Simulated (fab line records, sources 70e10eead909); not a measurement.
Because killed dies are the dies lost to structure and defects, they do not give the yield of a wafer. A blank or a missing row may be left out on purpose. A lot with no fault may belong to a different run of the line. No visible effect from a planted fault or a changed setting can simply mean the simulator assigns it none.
Which of the tools did it? || flow nand-harc || Sampling: 15 lots, 45 wafers, 3 of 1302 route steps

## WHAT THE GAUGES READ, wafer by wafer
NHARC_A_SLIT_CD_MEAS_21. Usual: cd-nm 289.3 nm, standard deviation 1.2.
{"lot": "L623", "measured": "day 20 07:47", "on": "cd-sem-02", "cd-nm (nm)": "290.3 289.4 290.3", "flag": ""}
{"lot": "L626", "measured": "day 20 23:08", "on": "cd-sem-01", "cd-nm (nm)": "288.8 290.8 290.1", "flag": ""}
{"lot": "L628", "measured": "day 22 05:35", "on": "cd-sem-01", "cd-nm (nm)": "288.3 289.5 288.9", "flag": ""}
{"lot": "L627", "measured": "day 22 14:52", "on": "cd-sem-01", "cd-nm (nm)": "289.0 289.6 289.8", "flag": ""}
{"lot": "L629", "measured": "day 23 00:55", "on": "cd-sem-03", "cd-nm (nm)": "289.1 289.7 291.4", "flag": ""}
{"lot": "L630", "measured": "day 23 08:56", "on": "cd-sem-02", "cd-nm (nm)": "288.5 289.3 287.1", "flag": ""}
{"lot": "L632", "measured": "day 23 22:28", "on": "cd-sem-02", "cd-nm (nm)": "288.6 287.5 287.3", "flag": ""}
{"lot": "L636", "measured": "day 25 15:30", "on": "cd-sem-02", "cd-nm (nm)": "287.7 290.0 289.8", "flag": ""}
{"lot": "L637", "measured": "day 25 16:01", "on": "cd-sem-01", "cd-nm (nm)": "289.0 290.3 290.3", "flag": ""}
{"lot": "L635", "measured": "day 25 19:15", "on": "cd-sem-03", "cd-nm (nm)": "289.0 288.9 290.2", "flag": ""}
{"lot": "L641", "measured": "day 28 03:29", "on": "cd-sem-02", "cd-nm (nm)": "289.0 289.6 290.3", "flag": ""}
{"lot": "L642", "measured": "day 28 12:04", "on": "cd-sem-03", "cd-nm (nm)": "289.3 289.4 288.9", "flag": ""}
{"lot": "L643", "measured": "day 28 18:10", "on": "cd-sem-01", "cd-nm (nm)": "289.1 287.5 288.4", "flag": ""}
{"lot": "L644", "measured": "day 29 02:18", "on": "cd-sem-03", "cd-nm (nm)": "288.9 286.5 286.8", "flag": ""}
{"lot": "L645", "measured": "day 29 10:41", "on": "cd-sem-02", "cd-nm (nm)": "289.7 289.6 290.2", "flag": ""}

## TOOL THAT RAN EACH LOT (tool first, then ch and the chambers of the sampled wafers, then the start)
{"lot": "L623", "NHARC_A_SLIT_ETCH_15": "rie-diel-08 ch 0,1,2, day 20 02:43 or earlier", "NHARC_A_SLIT_ETCH_17": "har-etch-02 ch 0,1, day 20 02:43"}
{"lot": "L626", "NHARC_A_SLIT_ETCH_15": "rie-diel-13 ch 0,1,2, day 20 18:05 or earlier", "NHARC_A_SLIT_ETCH_17": "har-etch-01 ch 0,1, day 20 18:05"}
{"lot": "L628", "NHARC_A_SLIT_ETCH_15": "rie-diel-08 ch 0,1,2, day 22 01:10 or earlier", "NHARC_A_SLIT_ETCH_17": "har-etch-02 ch 0,1, day 22 01:10"}
{"lot": "L627", "NHARC_A_SLIT_ETCH_15": "rie-diel-13 ch 1,2,3, day 22 09:18 or earlier", "NHARC_A_SLIT_ETCH_17": "har-etch-02 ch 0,1, day 22 09:18"}
{"lot": "L629", "NHARC_A_SLIT_ETCH_15": "rie-diel-08 ch 0,1, day 22 21:03 or earlier", "NHARC_A_SLIT_ETCH_17": "har-etch-01 ch 0,1, day 22 21:03"}
{"lot": "L630", "NHARC_A_SLIT_ETCH_15": "rie-diel-08 ch 0,1,3, day 23 03:52 or earlier", "NHARC_A_SLIT_ETCH_17": "har-etch-01 ch 0,1, day 23 03:52"}
{"lot": "L632", "NHARC_A_SLIT_ETCH_15": "rie-diel-09 ch 0,2, day 23 17:25 or earlier", "NHARC_A_SLIT_ETCH_17": "har-etch-01 ch 0,1, day 23 17:25"}
{"lot": "L636", "NHARC_A_SLIT_ETCH_15": "rie-diel-09 ch 0,1,3, day 25 10:22 or earlier", "NHARC_A_SLIT_ETCH_17": "har-etch-02 ch 1, day 25 10:22"}
{"lot": "L637", "NHARC_A_SLIT_ETCH_15": "rie-diel-13 ch 0,2, day 25 10:58 or earlier", "NHARC_A_SLIT_ETCH_17": "har-etch-01 ch 0,1, day 25 10:58"}
{"lot": "L635", "NHARC_A_SLIT_ETCH_15": "rie-diel-08 ch 1,2, day 25 15:24 or earlier", "NHARC_A_SLIT_ETCH_17": "har-etch-02 ch 0,1, day 25 15:24"}
{"lot": "L641", "NHARC_A_SLIT_ETCH_15": "rie-diel-09 ch 0,1,2, day 27 23:05 or earlier", "NHARC_A_SLIT_ETCH_17": "har-etch-01 ch 0,1, day 27 23:05"}
{"lot": "L642", "NHARC_A_SLIT_ETCH_15": "rie-diel-08 ch 0,2, day 28 08:13 or earlier", "NHARC_A_SLIT_ETCH_17": "har-etch-01 ch 0,1, day 28 08:13"}
{"lot": "L643", "NHARC_A_SLIT_ETCH_15": "rie-diel-13 ch 0,1,3, day 28 13:08 or earlier", "NHARC_A_SLIT_ETCH_17": "har-etch-02 ch 0,1, day 28 13:08"}
{"lot": "L644", "NHARC_A_SLIT_ETCH_15": "rie-diel-09 ch 0,1,2, day 28 22:28 or earlier", "NHARC_A_SLIT_ETCH_17": "har-etch-02 ch 0,1, day 28 22:28"}
{"lot": "L645", "NHARC_A_SLIT_ETCH_15": "rie-diel-13 ch 0,1,3, day 29 06:08 or earlier", "NHARC_A_SLIT_ETCH_17": "har-etch-01 ch 0,1, day 29 06:08"}
- NHARC_A_SLIT_ETCH_15: etches the open film in O2/COS, target depth 6200 nm, time 1612 s.
- NHARC_A_SLIT_ETCH_17: etches the open film in C4F8/O2/Ar, time 4254.5 s, target depth 20300 nm.

## AS READ BY THE TOOLS THEMSELVES (means over the sampled wafers that have a number; for cases with no such wafer, the mark the record gives instead)
NHARC_A_SLIT_ETCH_15. Usual: drypump-motor-current-A 5.7 A, standard deviation 0.43; oes-product-au 1.003 a.u., standard deviation 0.013; rf-vpp-V 314.6 V, standard deviation 2.1; showerhead-plenum-p-Torr 3.15 Torr, standard deviation 0.14; throttle-valve-pct 28.331 %, standard deviation 0.0093.
{"lot": "L623", "tool": "rie-diel-08", "drypump-motor-current-A (A)": 5.8, "oes-product-au (a.u.)": 1.004, "rf-vpp-V (V)": 314.4, "showerhead-plenum-p-Torr (Torr)": 3.08, "throttle-valve-pct (%)": 28.334, "flag": ""}
{"lot": "L626", "tool": "rie-diel-13", "drypump-motor-current-A (A)": 5.6, "oes-product-au (a.u.)": 0.985, "rf-vpp-V (V)": 315.4, "showerhead-plenum-p-Torr (Torr)": 3.21, "throttle-valve-pct (%)": 28.329, "flag": ""}
{"lot": "L628", "tool": "rie-diel-08", "drypump-motor-current-A (A)": 5.8, "oes-product-au (a.u.)": 1.010, "rf-vpp-V (V)": 313.4, "showerhead-plenum-p-Torr (Torr)": 3.08, "throttle-valve-pct (%)": 28.329, "flag": ""}
{"lot": "L627", "tool": "rie-diel-13", "drypump-motor-current-A (A)": 5.4, "oes-product-au (a.u.)": 1.002, "rf-vpp-V (V)": 313.8, "showerhead-plenum-p-Torr (Torr)": 3.12, "throttle-valve-pct (%)": 28.334, "flag": ""}
{"lot": "L629", "tool": "rie-diel-08", "drypump-motor-current-A (A)": 6.0, "oes-product-au (a.u.)": 1.017, "rf-vpp-V (V)": 312.7, "showerhead-plenum-p-Torr (Torr)": 2.99, "throttle-valve-pct (%)": 28.328, "flag": ""}
{"lot": "L630", "tool": "rie-diel-08", "drypump-motor-current-A (A)": 5.9, "oes-product-au (a.u.)": 1.012, "rf-vpp-V (V)": 314.2, "showerhead-plenum-p-Torr (Torr)": 3.12, "throttle-valve-pct (%)": 28.328, "flag": ""}
{"lot": "L632", "tool": "rie-diel-09", "drypump-motor-current-A (A)": 5.2, "oes-product-au (a.u.)": 0.990, "rf-vpp-V (V)": 314.2, "showerhead-plenum-p-Torr (Torr)": 3.10, "throttle-valve-pct (%)": 28.332, "flag": ""}
{"lot": "L636", "tool": "rie-diel-09", "drypump-motor-current-A (A)": 5.7, "oes-product-au (a.u.)": 1.006, "rf-vpp-V (V)": 315.2, "showerhead-plenum-p-Torr (Torr)": 3.21, "throttle-valve-pct (%)": 28.331, "flag": ""}
{"lot": "L637", "tool": "rie-diel-13", "drypump-motor-current-A (A)": 5.4, "oes-product-au (a.u.)": 0.977, "rf-vpp-V (V)": 318.1, "showerhead-plenum-p-Torr (Torr)": 3.33, "throttle-valve-pct (%)": 28.325, "flag": ""}
{"lot": "L635", "tool": "rie-diel-08", "drypump-motor-current-A (A)": 5.6, "oes-product-au (a.u.)": 1.006, "rf-vpp-V (V)": 314.9, "showerhead-plenum-p-Torr (Torr)": 3.16, "throttle-valve-pct (%)": 28.335, "flag": ""}
{"lot": "L641", "tool": "rie-diel-09", "drypump-motor-current-A (A)": 5.7, "oes-product-au (a.u.)": 0.992, "rf-vpp-V (V)": 314.4, "showerhead-plenum-p-Torr (Torr)": 3.09, "throttle-valve-pct (%)": 28.330, "flag": ""}
{"lot": "L642", "tool": "rie-diel-08", "drypump-motor-current-A (A)": 5.7, "oes-product-au (a.u.)": 1.006, "rf-vpp-V (V)": 312.2, "showerhead-plenum-p-Torr (Torr)": 2.99, "throttle-valve-pct (%)": 28.337, "flag": ""}
{"lot": "L643", "tool": "rie-diel-13", "drypump-motor-current-A (A)": 5.5, "oes-product-au (a.u.)": 1.006, "rf-vpp-V (V)": 313.4, "showerhead-plenum-p-Torr (Torr)": 3.10, "throttle-valve-pct (%)": 28.332, "flag": ""}
{"lot": "L644", "tool": "rie-diel-09", "drypump-motor-current-A (A)": 5.6, "oes-product-au (a.u.)": 1.005, "rf-vpp-V (V)": 314.4, "showerhead-plenum-p-Torr (Torr)": 3.09, "throttle-valve-pct (%)": 28.330, "flag": ""}
{"lot": "L645", "tool": "rie-diel-13", "drypump-motor-current-A (A)": 5.5, "oes-product-au (a.u.)": 1.007, "rf-vpp-V (V)": 314.1, "showerhead-plenum-p-Torr (Torr)": 3.10, "throttle-valve-pct (%)": 28.323, "flag": ""}

NHARC_A_SLIT_ETCH_17. Usual: drypump-motor-current-A 5.4 A, standard deviation 0.61; showerhead-plenum-p-Torr 3.65 Torr, standard deviation 0.14; throttle-valve-pct 32.047 %, standard deviation 0.0089.
{"lot": "L623", "tool": "har-etch-02", "drypump-motor-current-A (A)": 4.8, "showerhead-plenum-p-Torr (Torr)": 3.77, "throttle-valve-pct (%)": 32.041, "flag": ""}
{"lot": "L626", "tool": "har-etch-01", "drypump-motor-current-A (A)": 5.8, "showerhead-plenum-p-Torr (Torr)": 3.60, "throttle-valve-pct (%)": 32.043, "flag": ""}
{"lot": "L628", "tool": "har-etch-02", "drypump-motor-current-A (A)": 4.8, "showerhead-plenum-p-Torr (Torr)": 3.82, "throttle-valve-pct (%)": 32.047, "flag": ""}
{"lot": "L627", "tool": "har-etch-02", "drypump-motor-current-A (A)": 4.8, "showerhead-plenum-p-Torr (Torr)": 3.75, "throttle-valve-pct (%)": 32.046, "flag": ""}
{"lot": "L629", "tool": "har-etch-01", "drypump-motor-current-A (A)": 6.0, "showerhead-plenum-p-Torr (Torr)": 3.54, "throttle-valve-pct (%)": 32.049, "flag": ""}
{"lot": "L630", "tool": "har-etch-01", "drypump-motor-current-A (A)": 5.8, "showerhead-plenum-p-Torr (Torr)": 3.58, "throttle-valve-pct (%)": 32.043, "flag": ""}
{"lot": "L632", "tool": "har-etch-01", "drypump-motor-current-A (A)": 5.8, "showerhead-plenum-p-Torr (Torr)": 3.58, "throttle-valve-pct (%)": 32.043, "flag": ""}
{"lot": "L636", "tool": "har-etch-02", "drypump-motor-current-A (A)": 4.7, "showerhead-plenum-p-Torr (Torr)": 3.65, "throttle-valve-pct (%)": 32.051, "flag": ""}
{"lot": "L637", "tool": "har-etch-01", "drypump-motor-current-A (A)": 5.8, "showerhead-plenum-p-Torr (Torr)": 3.56, "throttle-valve-pct (%)": 32.041, "flag": ""}
{"lot": "L635", "tool": "har-etch-02", "drypump-motor-current-A (A)": 4.8, "showerhead-plenum-p-Torr (Torr)": 3.80, "throttle-valve-pct (%)": 32.063, "flag": ""}
{"lot": "L641", "tool": "har-etch-01", "drypump-motor-current-A (A)": 5.8, "showerhead-plenum-p-Torr (Torr)": 3.55, "throttle-valve-pct (%)": 32.056, "flag": ""}
{"lot": "L642", "tool": "har-etch-01", "drypump-motor-current-A (A)": 6.0, "showerhead-plenum-p-Torr (Torr)": 3.49, "throttle-valve-pct (%)": 32.045, "flag": ""}
{"lot": "L643", "tool": "har-etch-02", "drypump-motor-current-A (A)": 4.8, "showerhead-plenum-p-Torr (Torr)": 3.78, "throttle-valve-pct (%)": 32.041, "flag": ""}
{"lot": "L644", "tool": "har-etch-02", "drypump-motor-current-A (A)": 4.7, "showerhead-plenum-p-Torr (Torr)": 3.70, "throttle-valve-pct (%)": 32.045, "flag": ""}
{"lot": "L645", "tool": "har-etch-01", "drypump-motor-current-A (A)": 6.0, "showerhead-plenum-p-Torr (Torr)": 3.49, "throttle-valve-pct (%)": 32.046, "flag": ""}

## THE ANSWER, worked out from the rows above alone
Rule: a lot is off if the mean of its wafers that have a number lies more than 3 standard deviations from the usual mean. A lot without any number at a reading at which 4 lots or more have one is off too. All remaining lots with rows at the step are treated as sound. The gauges are gone through in route order, then the tools' own readings, and for those a lot's mean is taken as printed above. At the first step where some lot is off, the reading lying furthest off is the one used; lots without a number count as furthest.
Across all readings shown, no lot is off: no conclusion can be drawn from this.

## WHAT THE SIMULATOR PUT IN
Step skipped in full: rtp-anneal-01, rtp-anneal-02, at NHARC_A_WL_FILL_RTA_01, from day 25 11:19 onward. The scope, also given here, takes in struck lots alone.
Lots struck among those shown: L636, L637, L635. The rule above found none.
